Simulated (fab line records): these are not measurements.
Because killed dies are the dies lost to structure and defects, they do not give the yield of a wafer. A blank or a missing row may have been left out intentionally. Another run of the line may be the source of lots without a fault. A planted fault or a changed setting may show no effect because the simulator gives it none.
The tool behind it: which one? | flow nand_harc | 6 lots, 18 wafers sampled, at 5 steps of a route of 1302

== WHAT THE GAUGES READ, wafer by wafer ==
NHARC_END_SORT_01.
lot  | measured     | on        | killed_at_array
L835 | day 27 08:38 | prober-01 | 101 80 70

== WHAT TOOL EACH LOT RAN ON (gives the tool, then ch and the chambers of the sampled wafers, and finally the start) ==
lot  | NHARC_P_GATE_HM_OPEN_105                      | NHARC_P_GATE_RTA_80              | NHARC_P_CONTACT_DEP_00          | NHARC_P_CONTACT_ETCH_31
L833 | rie_diel-03 ch 0,1,3, day 7 09:23 or earlier  | rtp_anneal-02 ch 0, day 7 09:23  | pecvd-02 ch 0,1, day 7 10:22    | rie_diel-11 ch 0,1,3, no start
L835 | rie_diel-06 ch 0,1,2, day 8 11:03 or earlier  | rtp_anneal-01 ch 0, day 8 11:03  | pecvd-02 ch 0,1,2, day 8 12:03  | rie_diel-11 ch 0,2, day 27 08:38 or earlier
L840 | rie_diel-06 ch 0,1,2, day 10 08:16 or earlier | rtp_anneal-01 ch 0, day 10 08:16 | pecvd-03 ch 0,1, day 10 09:19   | rie_diel-13 ch 0,2,3, no start
L846 | rie_diel-06 ch 0,3, day 12 16:51 or earlier   | rtp_anneal-02 ch 0, day 12 16:51 | pecvd-02 ch 0,1, day 12 17:47   | rie_diel-11 ch 0,1,2, no start
L848 | rie_diel-06 ch 0,1,2, day 13 14:27 or earlier | rtp_anneal-02 ch 0, day 13 14:27 | pecvd-03 ch 0,1,2, day 13 15:25 | rie_diel-02 ch 0,1,3, no start
L852 | rie_diel-05 ch 0,1,2, day 15 09:17 or earlier | rtp_anneal-01 ch 0, day 15 09:17 | pecvd-04 ch 0,1,2, day 15 10:14 | rie_diel-11 ch 0,3, no start
- NHARC_P_GATE_HM_OPEN_105: chemistry O2/COS, target depth 360 nm.
- NHARC_P_GATE_RTA_80: time 30 s.
- NHARC_P_CONTACT_DEP_00: deposits SiO2, target thk 500 nm.
- NHARC_P_CONTACT_ETCH_31: etches the open film in CH3F/O2, target depth 30 nm, time 85.7 s.

== THE ANSWER, worked out from the rows above alone ==
Rule: the usual values come from the lots themselves. Put in order of their means at a reading, lots are off if they are a third of the lots or fewer, leave a main group of 4 or more, and stand apart from it by a gap of 3 or more times the standard deviation of the main group's means; of several such gaps the widest counts. The tables above print the reading to a certain number of digits; a main group whose means all agree to those digits is not used. Also off: a lot with no number at a reading for which 4 or more lots have one. The other lots that the step has rows for count as sound.
Nothing can be told from this: no lot is off at any reading shown.

== WHAT THE SIMULATOR PUT IN ==
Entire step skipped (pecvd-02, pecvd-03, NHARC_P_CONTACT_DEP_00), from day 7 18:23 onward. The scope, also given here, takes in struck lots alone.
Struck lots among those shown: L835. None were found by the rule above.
